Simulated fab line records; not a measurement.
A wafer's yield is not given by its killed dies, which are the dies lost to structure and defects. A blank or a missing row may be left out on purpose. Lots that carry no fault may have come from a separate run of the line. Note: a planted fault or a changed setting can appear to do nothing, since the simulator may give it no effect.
fab line records	flow n5Finfet
record: lots: 4	wafers: 12	lastDay: 19
route steps=1938 shown MOL_CONTACT_COAG@620 BEOL_M0_SAQP@632 BEOL_M0@726 BEOL_M4@1111 PASSIVATION@1936
lots that met no fault: taken from a fault-free run of the same line
startH: the number of hours between the record's first day and the start of the first shown wafer of the lot	waitH: how many hours have passed since the lot's step before this one	" the same as in the row above	L1.1+2: a single row standing in for several wafers	- no value, or no start was given	* or withheld: withheld	< > ~ a bound
route shown NAME@n: NAME is a module with steps in the file, n the number in the route of the first one	usual: mean and standard deviation over wafers with no fault	same: alike in all rows	chamber/n: place in a boat	sites: per-site readings	_std_site: standard deviation of those values	_edge_site: outer sites' mean less inner sites'	radiusMm: how far each site lies from the wafer's centre	mask NAME#n: copy n	behind: the tool/chamber that last shaped the wafer	hold: why the lot was held/for how many hours/how that ended	device: which transistor (n, p or np) failed to switch	end of line: tests of these same wafers at the route's end	where a step has no rows: the recipe by itself	killed: the dies lost at the first sort to structure and to defects; this is not the yield of the wafer	map: the dies of a wafer, with x for killed, . for not killed, _ for no die there
set.NAME: the run value of the setting; set.NAME@STEP: its run value at that earlier step	model.NAME: the simulator's own value behind a step, which no gauge read
a table for each step, a row for each wafer; lots at some steps of the route
services: a tool's chamber out of use, with start hour (startH, from the record's first day; less than 0 if before it), hours out, and reason
== steps ==
step: N5_MOL_CONTACT_COAG_PRECLEAN_138
recipe: chemistry: alkalineClean	tempC: 60	timeS: 60	doPpb: 50
step: N5_MOL_CONTACT_COAG_SRD_139
recipe: dry: ipaMarangoni	timeS: 30	tempC: 23	rinseLiquid: diw
step: N5_MOL_CONTACT_COAG_PRE_CLEAN_121
recipe: gas: H2/He	timeS: *	tempC: withheld
step: N5_MOL_CONTACT_COAG_CVD_140
recipe: material: W	targetThkA: 665	mode: selectiveFill	tempC: 300	timeS: 215
step: N5_MOL_CONTACT_COAG_PRECLEAN_127
recipe: chemistry: DIW	timeS: 57.5	tempC: 23
step: N5_MOL_CONTACT_COAG_SRD_128
recipe: dryTimeS: 32	dry: n2Spin	spinRpm: 1500
step: N5_MOL_CONTACT_COAG_CMP_52
recipe: stopOn: SiO2	tOverpolishS: 1.5	postCmpClean: wDiluteNh4oh	downForcePsi: 4	platenRpm: 50.289	padVelocityMS: 1.0006	targetThkNm: 66.5
step: N5_MOL_CONTACT_COAG_ANNEAL_112
recipe: tempC: 400	timeS: 1800	ambient: HPD2	pressureAtm: 10
step: N5_BEOL_M0_SAQP_PECVD_00
recipe: material: SiCN	targetThkA: 80	tempC: withheld	precursor: 3MS/NH3	pressureTorr: 3	rfW: 202	timeS: 14
usual: chamberPressureTorr: 2.999/0.0067	rfFwdPowerW: 198.2/1.2	showerheadPlenumPTorr: 3.670/0.014	throttleValvePct: 9.0/0.47
lot.wafer	tool	chamber	startH	waitH	chamberPressureTorr	rfFwdPowerW	showerheadPlenumPTorr	throttleValvePct
L467.1	pecvd-01	1	152.02	0.2	-	-	-	-
L467.2	"	0	"	"	-	-	-	-
L467.4	"	2	"	"	-	-	-	-
L468.1	pecvd-04	1	157.03	0.2	-	-	-	-
L468.2	"	2	"	"	-	-	-	-
L468.4	"	2	"	"	-	-	-	-
L477.3	pecvd-04	2	212.15	0.1	2.993	197.8	3.666	8.7
L477.5	"	2	"	"	2.995	197.0	3.658	8.7
L477.6	"	1	"	"	2.998	197.0	3.684	9.1
L483.1	pecvd-04	0	241.97	0.2	2.997	198.6	3.662	9.1
L483.2	"	2	"	"	2.999	197.9	3.661	8.5
L483.6	"	0	"	"	2.997	198.3	3.658	9.2
step: N5_BEOL_M0_SAQP_ILD_DEP_01
recipe: material: SiOC	targetThkA: 454.19	tempC: 350	precursor: DEMS/O2	pressureTorr: 5	rfW: 500	timeS: 8.7
step: N5_BEOL_M0_SAQP_HM_DEP_02
recipe: material: TiN	targetThkA: 120	tempC: 25	chamberPressurePa: 0.49996
step: N5_BEOL_M0_SAQP_PECVD_03
recipe: material: SiCN	targetThkA: 120	tempC: withheld	precursor: 3MS/NH3	pressureTorr: 3	rfW: 202	timeS: 21.1
step: N5_BEOL_M0_SAQP_PECVD_96
recipe: material: a-Si	targetThkA: 450	tempC: 350	precursor: SiH4/He	pressureTorr: 3	rfW: 100	timeS: 45.2
step: N5_BEOL_M0_SAQP_PECVD_97
recipe: material: SiNx	targetThkA: 230	tempC: 350	precursor: SiH4/NH3/N2	pressureTorr: 1.5	rfW: 300	timeS: 19.9
step: N5_BEOL_M0_SAQP_PECVD_04
recipe: material: a-Si	targetThkA: 600	tempC: 350	precursor: SiH4/He	pressureTorr: 3	rfW: 100	timeS: 60.2
step: N5_BEOL_M0_SAQP_HM_DEP_111
recipe: material: SiO2	targetThkA: 120	tempC: 400	precursor: SiH4/N2O	pressureTorr: 0.75	rfW: 275	timeS: 7.2
step: N5_BEOL_M0_SAQP_COAT_81
recipe: resist: SOC	tempC: 250	timeS: 60	spinRpm: 1500	resistThkNm: 100
step: N5_BEOL_M0_SAQP_COAT_82
recipe: resist: SiARC	tempC: 220	timeS: 60	spinRpm: 1500	resistThkNm: 30
step: N5_BEOL_M0_SAQP_COAT_08
recipe: resist: CAR-ArF	spinRpm: 1500	resistThkNm: 90
step: N5_BEOL_M0_SAQP_EBR_10
recipe: solvent: PGMEA	ebrWidthMm: 1.5
step: N5_BEOL_M0_SAQP_SOFTBAKE_09
recipe: tempC: 110	timeS: 60	resist: CAR-ArF
step: N5_BEOL_M0_SAQP_EXPOSE_11
recipe: maskId: M0_CORE	na: 1.35	sourceShape: dipole	sigmaInner: 0.538	sigmaOuter: 0.738	polarization: te	targetCdNm: 42	doseMj: 55
step: N5_BEOL_M0_SAQP_PEB_12
recipe: pebTempC: withheld	pebTimeS: 60	resist: CAR-ArF
step: N5_BEOL_M0_SAQP_DEVELOP_13
recipe: developTimeS: 30	developer: TMAH	resist: CAR-ArF	devTempC: 23	rinseLiquid: diw	dry: airSpin
step: N5_BEOL_M0_SAQP_DESCUM_19
recipe: chemistry: O2	timeS: 7.9	sourcePowerW: 50	biasPowerW: 20	pressureMtorr: 20	rfFrequencyHz: 2.712e+07	tempC: 40	resist: CAR-ArF	o2FlowSccm: 225
step: N5_BEOL_M0_SAQP_ETCH_83
recipe: chemistry: CF4	target: SiARC	targetDepthA: 390	maskMaterial: CAR-ArF	timeS: 65	ionEnergyEv: 80	pressureMtorr: 40	sourceW: 545	biasW: 36	Ar_flow_sccm: 100	cf4FlowSccm: 100	ends: cleared
step: N5_BEOL_M0_SAQP_ETCH_84
recipe: chemistry: N2/H2	target: SOC	targetDepthA: 1000	overetchA: 200	maskMaterial: SiARC	tempC: 40	timeS: 150	ionEnergyEv: 200	pressureMtorr: 30	sourceW: 840	biasW: 150	n2FlowSccm: 200	h2FlowSccm: 200
step: N5_BEOL_M0_SAQP_STRIP_80
recipe: chemistry: N2/H2	tempC: 40	n2FlowSccm: 200	h2FlowSccm: 200	rfFrequencyHz: 6e+07
step: N5_BEOL_M0_SAQP_HM_OPEN_112
recipe: chemistry: CHF3/O2	target: SiO2	stopOn: a-Si	targetDepthA: 120	overEtchFrac: 1.25	maskMaterial: SOC	timeS: 13.5	pressureMtorr: 30	sourceW: 650	biasW: 170	Ar_flow_sccm: 200	CHF3_flow_sccm: 50	O2_flow_sccm: 5	ionEnergyEv: 200	ends: endPoint
step: N5_BEOL_M0_SAQP_STRIP_113
recipe: chemistry: CHF3/O2	resist: SiARC	rfFrequencyHz: 6e+07
step: N5_BEOL_M0_SAQP_MANDREL_ETCH_20
recipe: targetDepthA: 600	chemistry: HBr/Cl2	target: a-Si	stopOn: SiNx	btTimeS: 10	maskMaterial: SOC	overEtchFrac: 0.5	timeS: 30	pressureMtorr: 10	icpW: 800	biasW: 75	HBr_flow_sccm: 150	Cl2_flow_sccm: 80	ends: endPoint
step: N5_BEOL_M0_SAQP_STRIP_86
recipe: chemistry: N2/H2	powerW: 500	tempC: 40	pressureMtorr: 50	rfFrequencyHz: 6e+07	overashFraction: 0.3	biasPowerW: 28	h2Frac: 0.5	n2FlowSccm: 300	h2FlowSccm: 300
step: N5_BEOL_M0_SAQP_STRIP_115
recipe: chemistry: postEtchResidueRemover	timeS: 60	tempC: 25	removerPh: withheld	removerWaterWtPct: withheld	removerFluorideWtPct: withheld
step: N5_BEOL_M0_SAQP_SRD_93
recipe: dry: ipaMarangoni	timeS: 30	tempC: 23	rinseLiquid: diw
step: N5_BEOL_M0_ETCH_109
recipe: chemistry: CH3F/O2	targetDepthA: 80	overetchA: 24	target: SiCN	timeS: 27.4	ionEnergyEv: 120	pressureMtorr: 30	sourceW: 395	biasW: 75	Ar_flow_sccm: 150	CH3F_flow_sccm: 30	O2_flow_sccm: 20
usual: O2_flow_sccm: 20.00/0.059	biasW: 75.01/0.21	drypumpMotorCurrentA: 5.8/0.39	oesProductAu: 0.63/0.033	rfFwdPowerW: 393.2/1.5	rfVppV: 297.3/1.7	showerheadPlenumPTorr: 2.00/0.072	throttleValvePct: 16.44/0.26
lot.wafer	tool	chamber	startH	waitH	O2_flow_sccm	biasW	drypumpMotorCurrentA	oesProductAu	rfFwdPowerW	rfHoursCounterH	rfVppV	showerheadPlenumPTorr	throttleValvePct	model.etch.depthNm
L467.1	rieDiel-05	0	162.71	0.2	20.15	74.85	5.5	0.28	393.5	201	299.5	1.98	16.69	0
L467.2	"	1	"	"	19.90	74.94	6.5	0.26	395.1	227	296.1	1.90	16.59	0
L467.4	"	3	"	"	20.01	75.23	6.1	0.28	395.0	156	299.4	2.00	16.40	0
L468.1	rieDiel-02	0	168.56	0.0	19.95	74.91	5.8	0.26	393.0	238	293.8	1.89	16.33	0
L468.2	"	2	"	"	20.03	74.82	6.4	0.31	390.1	63	298.3	2.12	16.21	0
L468.4	"	1	"	"	19.91	75.07	5.8	0.27	392.2	197	300.0	2.06	16.47	0
L477.3	rieDiel-04	3	226.48	0.0	19.87	75.24	5.7	0.61	393.6	229	296.9	2.06	16.75	8.229
L477.5	"	0	"	"	19.98	75.10	5.6	0.68	391.6	-	295.8	1.93	15.99	8.157
L477.6	"	1	"	"	19.96	75.18	5.3	0.61	392.8	-	299.0	2.07	16.79	8.123
L483.1	rieDiel-04	0	254.28	0.6	20.08	75.19	5.6	0.67	392.8	110	296.0	1.93	15.99	8.132
L483.2	"	2	"	"	19.87	75.00	6.1	0.62	393.4	215	295.5	1.90	16.30	8.158
L483.6	"	2	"	"	19.95	75.05	6.1	0.62	394.7	-	294.5	1.90	16.31	8.167
step: N5_BEOL_M0_RS_MEAS_126
recipe: thkMeasGauge: four-point-probe	reads: Co_of_BEOL_M0_CO_CAP_123+Cu_of_BEOL_M0_ECD_118+Co_of_BEOL_M0_CVD_115+TaN_of_BEOL_M0_ALD_136
usual: M0_RS: 0.543/0.021
lot.wafer	tool	chamber	startH	waitH	M0_RS[ohm/sq]
L467.1	filmMetro-02	-	166.52	0.0	0.689
L467.2	"	-	"	"	0.699
L467.4	"	-	"	"	0.711
L468.1	filmMetro-01	-	173.52	0.0	0.674
L468.2	"	-	"	"	0.706
L468.4	"	-	"	"	0.651
L477.3	filmMetro-01	-	230.11	0.1	0.568
L477.5	"	-	"	"	0.532
L477.6	"	-	"	"	0.542
L483.1	filmMetro-01	-	258.73	0.0	0.563
L483.2	"	-	"	"	0.562
L483.6	"	-	"	"	0.535
step: N5_BEOL_M4_RC_MEAS_101
usual: DIBL_N: 36.6/1.9	DIBL_P: 36.7/2.2	IOFF_N: 0.16/0.035	IOFF_P: 0.22/0.038	ION_N: 672/14	ION_P: 462/8.3	SS_N: 71.6/0.65	SS_P: 73.5/0.72	VT_N: 250/3.5	VT_P: -250/3.1
lot.wafer	tool	chamber	startH	waitH	DIBL_N[mV/V]	DIBL_P[mV/V]	IOFF_N[nA/um]	IOFF_P[nA/um]	ION_N[uA/um]	ION_P[uA/um]	SS_N[mV/dec]	SS_P[mV/dec]	VT_N[mV]	VT_P[mV]
L467.1	prober-01	0	236.85	0.0	38.4	38.8	0.20	0.22	678	456	72.8	73.3	245	-251
L467.2	"	0	"	"	39.2	40.2	0.22	0.25	703	469	71.9	73.7	246	-251
L467.4	"	0	"	"	40.0	40.8	0.23	0.26	682	458	73.2	74.5	245	-248
L468.1	prober-01	0	238.46	0.0	37.5	37.2	0.16	0.23	672	461	71.6	73.0	251	-250
L468.2	"	0	"	"	34.7	34.3	0.12	0.17	664	463	71.3	72.4	255	-253
L468.4	"	0	"	"	36.8	36.2	0.15	0.21	670	461	71.6	72.9	250	-251
L477.3	prober-02	0	293.45	0.3	35.8	37.5	0.17	0.23	675	468	71.0	73.6	252	-250
L477.5	"	0	"	"	37.8	39.9	0.21	0.29	677	461	72.5	75.2	246	-245
L477.6	"	0	"	"	37.3	38.7	0.21	0.25	683	468	72.3	74.0	245	-246
L483.1	prober-01	0	327.85	0.0	39.5	41.3	0.23	0.30	693	471	72.2	74.0	245	-245
L483.2	"	0	"	"	34.9	35.8	0.13	0.19	670	464	71.5	73.0	251	-253
L483.6	"	0	"	"	38.2	40.7	0.21	0.30	698	471	71.8	73.9	246	-245
step: N5_PASSIVATION_PROBE_49
usual: defectLimitedYield: 91.6/1.4	killed_at_M0_to_M3: 35/10	killed_at_M4_up: 13/4.8	killedAtContacts: 12/7.2	killedAtFrontEnd: 36/12	killedAtOther: 4/3.1	killedDies: 100/17	killedOnRim: 13/4.2	killedOpen: 66/13	killedShort: 32/7.3	sort_bin_5_function: 5.0/0.94	sort_bin_6_memory: 3.1/0.67	sortNPass: 1080/17	sortYieldPct: 91.6/1.4
same: grossDies: 1180	killedAtBackSide: 0	sort_bin_4_leakage[%]: 0	sort_bin_8_speed[%]: 0
lot.wafer	tool	chamber	startH	waitH	defectLimitedYield[%]	killed_at_M0_to_M3	killed_at_M4_up	killedAtContacts	killedAtFrontEnd	killedAtOther	killedDies	killedOnRim	killedOpen	killedShort	sort_bin_5_function[%]	sort_bin_6_memory[%]	sortNPass	sortYieldPct[%]
L467.1	prober-01	-	356.78	0.0	68.7	303	9	12	38	7	369	108	58	30	27.6	3.4	811	68.7
L467.2	prober-01	-	356.83	0.1	68.6	300	20	12	36	2	370	95	62	37	27.7	3.6	810	68.6
L467.4	prober-01	-	356.93	0.2	70.3	285	10	9	42	4	350	79	57	33	26.2	3.1	830	70.3
L468.1	prober-02	-	371.37	0.0	68.8	293	17	17	38	3	368	76	71	26	28.0	2.6	812	68.8
L468.2	prober-02	-	371.42	0.1	69.0	279	14	10	63	0	366	95	71	35	27.5	3.1	814	69.0
L468.4	prober-02	-	371.52	0.2	68.4	282	14	9	65	3	373	87	71	39	28.1	3.1	807	68.4
L477.6	prober-01	-	409.39	0.3	92.3	27	12	13	38	1	91	15	63	28	4.2	3.0	1089	92.3
killed by level:class
L467.1 BEOL_M0_SAQP:areaPecvd=280 MOL_CONTACT_COAG:geometricParticle:open=11 STI_FIN_REVEAL:geometricParticle:open=8 FIN_SAQP:geometricParticle:short=7 BEOL_M0_SAQP:geometricParticle:short=5 BEOL_M1:geometricParticle:open=5 FIN_SAQP:geometricParticle:open=4 DUMMY_GATE:geometricParticle:open=4
L467.2 BEOL_M0_SAQP:areaPecvd=271 STI_FIN_REVEAL:geometricParticle:open=17 BEOL_M4:geometricParticle:open=9 MOL_CONTACT_COAG:geometricParticle:open=8 BEOL_M0_SAQP:geometricParticle:short=8 BEOL_M1:geometricParticle:open=8 STARTING-WAFER:geometricParticle:short=4 FIN_SAQP:geometricParticle:open=4
L467.4 BEOL_M0_SAQP:areaPecvd=260 FIN_SAQP:geometricParticle:open=13 BEOL_M0_SAQP:geometricParticle:short=12 STI_FIN_REVEAL:geometricParticle:open=10 BEOL_M0_SAQP:geometricParticle:open=7 MOL_CONTACT_COAG:geometricParticle:open=6 FIN_SAQP:geometricParticle:short=3 MOL_CONTACT_COAG:geometricParticle:short=3
L468.1 BEOL_M0_SAQP:areaPecvd=271 MOL_CONTACT_COAG:geometricParticle:open=14 BEOL_M4:geometricParticle:open=13 STI_FIN_REVEAL:geometricParticle:open=12 BEOL_M2:geometricParticle:open=10 FIN_SAQP:geometricParticle:open=5 STI_FIN_REVEAL:geometricParticle:short=4 ILD0:geometricParticle:open=4
L468.2 BEOL_M0_SAQP:areaPecvd=258 STI_FIN_REVEAL:geometricParticle:open=22 FIN_SAQP:geometricParticle:open=6 MOL_CONTACT_COAG:geometricParticle:open=6 BEOL_M4:geometricParticle:open=6 BEOL_M0_SAQP:geometricParticle:open=6 STI_FIN_REVEAL:geometricParticle:short=5 STARTING-WAFER:geometricParticle:short=5
L468.4 BEOL_M0_SAQP:areaPecvd=263 STI_FIN_REVEAL:geometricParticle:open=17 FIN_SAQP:geometricParticle:short=13 MOL_CONTACT_COAG:geometricParticle:open=9 DUMMY_GATE:geometricParticle:open=7 BEOL_M4:geometricParticle:open=7 FIN_SAQP:geometricParticle:open=6 BEOL_M1:geometricParticle:open=6
L477.6 STI_FIN_REVEAL:geometricParticle:open=15 MOL_CONTACT_COAG:geometricParticle:open=11 BEOL_M0_SAQP:geometricParticle:open=10 BEOL_M0_SAQP:geometricParticle:short=7 GATE_CUT:geometricParticle:open=3 GATE_CUT:geometricParticle:short=3 BEOL_M3:geometricParticle:open=3 BEOL_M3:geometricParticle:short=3
map L467.2 (x killed, . not)
_________________xxx....x.xxx________________
______________....x..x...xxx...._____________
___________xx.x.....x..x..xx..x.x.x__________
__________........xx............x.xx_________
________....xxx.x.x.x...x.....xx....xx_______
_______...x.........x...x......x.xx..x.______
______x.........................x..x.xxx_____
_____..xx................x..x..xx....x.x.____
____.xx..x.....x...............xx.xxx..xx.___
___x..............x.....x.x..x..x.x...xxxxx__
___.....x.....xx..x............x...x..x.xxx__
__x........................x.x..xx.xxxxxxxx._
__x...xx..........................x.xxxxx.xx_
_.....x..............x......xx......x.xxxxxxx
_x..........x...............x.x.......xx.xxx.
_..x......x.x................xx.......x..x.xx
_...xx.....x...........................xx.x.x
_......xx...x.................x..xxxx.....x.x
_...................................x.x..xxxx
_xx....x............xx.........x.xx....xxxxxx
_x...x.........x...........x.x..........x.xxx
__x...x.x.......................xx.x.x..xxxx_
__xxx....xxx..........x.........x.x.xxxxxxxx_
___.x......xx..........x....x..x.....x.xxxx__
___x..x..x..............x......x..x.xxxxxxx__
____x...........x..x..........xxx..x.xxxxx___
_____x.x.x...x...........x..xx..xx.xxxxxx____
______.x.............xxx.....x.xxxxxx.xx_____
_______xx......xxx.xx.x.xxx.xxx..xxxxxx______
________.x.xxx.x........x..x.xxxxxxxxx_______
__________.x.xx.x..xx.xx.....xxxx..x_________
___________xxxx.x..x.x..x.xx.xxxxxx__________
______________xx.x.xxx...xxxxxxx_____________
_________________..xxxx.x.xxx________________
map L468.4 (x killed, . not)
_________________x.x.x.xxxxxx________________
______________xxxxxxxx.xxx...xxx_____________
___________xxx.x.xx.x.xxxxxxx.xxx..__________
__________xx.xx..xx.xxx.x..x.x..xx.x_________
________xxxxxxx.x.x.x.x....x..x..xx..x_______
_______xxx.xx.x....x......x...xxx..x.x.______
______.xx.xx.xx..x.....x.x..x..........._____
_____xxx..x..x.xx.xx......x........x....x____
____xxxxx...x.........xx....x......xx.xx..___
___xxxxxx.xxx...x..x..................x.xx.__
___xxxxx.x....x.x...xx........x......x.x..x__
__xxxxx.x...x.....x.x.........x.........xxx._
__xx..xx.xx....x..................xx.....xx._
_xxxx....x..xx..xx.x....x.........x...xx..xx.
_xxx.x.xx.x............x................xx.x.
_xxxxxxxx..........x.x.................x...x.
_xxxx.x...x...x............x........x.......x
_xxxxx.x......x..................x....xx..xxx
_xxxx.xx.x.....x.....x...................x...
_x.xxxx..x............x.....x...........x.xxx
_x.xxx...............................xx....x.
__xxxx......xx............x.x..............._
__...xxxxx.xxx..x.x...........x..x.........._
___..xxx.x...x.........................x...__
___x.xx.x..x....x...............x........x.__
____xxx..x...x....x...x..x................___
_____..xxxx....x..x....x......x....x...x.____
______..x.x.x......xxx...x..x.......xx.x_____
_______xxx.xx...xxxx......x.x..xx......______
________.xx.....x....x..............x._______
__________x......x.x....x..x.x...xx._________
___________xx..x.....x.x.x.x....xx.__________
______________..xx.x....xx.x.x.._____________
_________________.x.x...xxx.x________________
== services ==
tool	chamber	startH	hours	kind
pecvd-04	-	144.71	2.8	pm
rieDiel-04	0	146.11	2.5	repair
pecvd-01	1	161.82	2.1	scheduledDown
pecvd-04	0	196.07	5.5	scheduledDown
pecvd-01	-	200.24	6.0	pm
rieDiel-02	0	205.33	-	clean
rieDiel-02	0	205.33	-	consumableReplace:focusRing
rieDiel-02	0	205.33	-	consumableReplace:showerhead
rieDiel-02	0	205.33	23.1	scheduledDown
rieDiel-02	0	205.33	23.1	ventCycle
pecvd-04	0	207.47	14.5	repair
pecvd-04	2	215.50	5.5	scheduledDown
pecvd-01	0	226.63	2.1	scheduledDown
rieDiel-05	1	232.24	-	clean
rieDiel-05	1	232.24	-	consumableReplace:focusRing
rieDiel-05	1	232.24	-	consumableReplace:showerhead
rieDiel-05	1	232.24	23.2	scheduledDown
rieDiel-05	1	232.24	23.2	ventCycle
rieDiel-02	1	236.01	1.8	repair
rieDiel-04	-	241.54	0.5	repair
== key ==
firstSign: step: N5_BEOL_M0_SAQP_PECVD_00	reading: toolRecord	direction: missing
effect: step: N5_BEOL_M0_ETCH_109	reading: oesProductAu	direction: down	sigmas: 11	usual: 0.63	struck: 0.28
effect: step: N5_BEOL_M0_RS_MEAS_126	reading: M0_RS	direction: up	sigmas: 7	usual: 0.543	struck: 0.689
effect: step: N5_PASSIVATION_PROBE_49	reading: killed_at_M0_to_M3	direction: up	sigmas: 24	usual: 35	struck: 290
modelEffect: step: N5_BEOL_M0_ETCH_109	value: etch.depthNm	without: 8.08	struck: 0
moreKillsBornAt: N5_BEOL_M0_SAQP_PECVD_00@pecvd-01: 811	N5_BEOL_M0_SAQP_PECVD_00@pecvd-04: 792
metAt N5_BEOL_M0_SAQP_PECVD_00
struckWafers L467.1,L467.2,L467.4,L468.1,L468.2,L468.4
fault: kind: skippedStepWhole	tool: pecvd-01,pecvd-04	chamber: -	onsetH: 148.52	steps: N5_BEOL_M0_SAQP_PECVD_00	scope: struckLotsOnly
